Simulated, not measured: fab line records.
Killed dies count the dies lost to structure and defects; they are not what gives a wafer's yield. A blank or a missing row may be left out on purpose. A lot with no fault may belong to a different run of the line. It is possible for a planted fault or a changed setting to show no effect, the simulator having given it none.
A struck lot beside a sound one :: flow nand harc :: 14 steps out of a route of 1302
Sound: these wafers, L444.1, L444.3, L444.4. Struck: wafers L447.1, L447.2, L447.3. The cause is named last.
Each step with rows lists, per side, the tool, then ch with its chambers, then its first start. Under that, the readings that differ: sound wafers :: struck wafers :: difference of the means :: sigmas: that difference in standard deviations of wafers without a fault.
alike: words and numbers the same on both sides, and readings whose means are apart by under 2 such deviations; not compared: readings that were withheld, readings missing a value for some wafer, numbers with overlapping values and no deviation given by the record, and bounds like >300 which may hide the same value.
Wherever a step has rows on one side only, a row that says differs or no value, or a row with sigmas, the two part there. Non-overlapping numbers with no deviation appear without sigmas and do not part them. A reading that every wafer of one side lacks parts them only if that side has two wafers or more.

NHARC_P_M1_PRE_CLEAN_30: time 30 s.
  sound on pvd sputter-01; struck on pvd sputter-03
  alike: heater power w
NHARC_P_M1_PVD_20: deposits TaN, target thk 5 nm, time 8.06 s.
  sound on pvd sputter-01; struck on pvd sputter-03
  alike: chamber pressure pa, substrate temp c, throttle valve pct
then, 2 steps without rows for these wafers: NHARC_P_M1_PVD_21 (deposits Cu, target thk 30 nm, time 20.49 s); NHARC_P_M1_ECD_22 (material Cu, target thk 400 nm).
NHARC_P_M1_ANNEAL_31: time 90 s.
  sound on rtp anneal-01 ch 0, day 7 09:04; struck on rtp anneal-01 ch 0, day 8 22:46
  alike: wafer_temp_C_max
NHARC_P_M1_CMP_23: polishes, t overpolish 20 s, target thk 157.82 nm.
  sound on cmp-02 ch 1,2,3, day 7 09:24; struck on cmp-02 ch 0,2,3, day 8 23:07
  alike: motor current A, time to endpoint s
NHARC_P_M1_THK_MEAS_24: measures by xrf.
  sound: film metro-02 at day 7 09:43; struck: film metro-01 at day 8 23:26
  alike: thk nm
following that, these wafers have no rows for 1 step: NHARC_P_M1_SRD_25.
NHARC_P_M1_INSPECT_27:
  sound: defect inspect-02 at day 7 09:53; struck: defect inspect-02 at day 8 23:35
  alike: raw defect count
NHARC_P_M1_PRE_CLEAN_32: time 12 s.
  sound on pecvd-04 ch 1,2, day 7 09:56; struck on pecvd-01 ch 0,1,2, day 8 23:40
  alike: heater power w
then, 1 step without rows for these wafers: NHARC_P_M1_DEP_33 (deposits SiCN, target thk 30 nm).
NHARC_P_M2_DEP_00: deposits SiOC, target thk 182.5 nm.
  sound on pecvd-03 ch 0,2, day 7 10:29; struck on pecvd-01 ch 0,1,2, day 9 00:08
  no value came back on the struck wafers for chamber pressure Torr (Torr), rf fwd power W (W), showerhead vpp V (V); on the sound wafers chamber pressure Torr (Torr) reads 4.998 4.991 4.999
then, 1 step without rows for these wafers: NHARC_P_M2_DEHYDRATE_01 (time 120 s).
-- jump in the record: it breaks off in module P_M2 and resumes in module END (first step shown: number 1302 of the route), and 19 days separate the struck wafers' starts before and after --
NHARC_END_SORT_01:
  at this point the record logs the struck wafers (prober-02 ch 0, day 27 23:29) and has no rows for the sound ones

WHERE THEY PART
At NHARC_P_M2_DEP_00 first; at NHARC_END_SORT_01 last (within this record only).

WHY: what had been put in by the simulator
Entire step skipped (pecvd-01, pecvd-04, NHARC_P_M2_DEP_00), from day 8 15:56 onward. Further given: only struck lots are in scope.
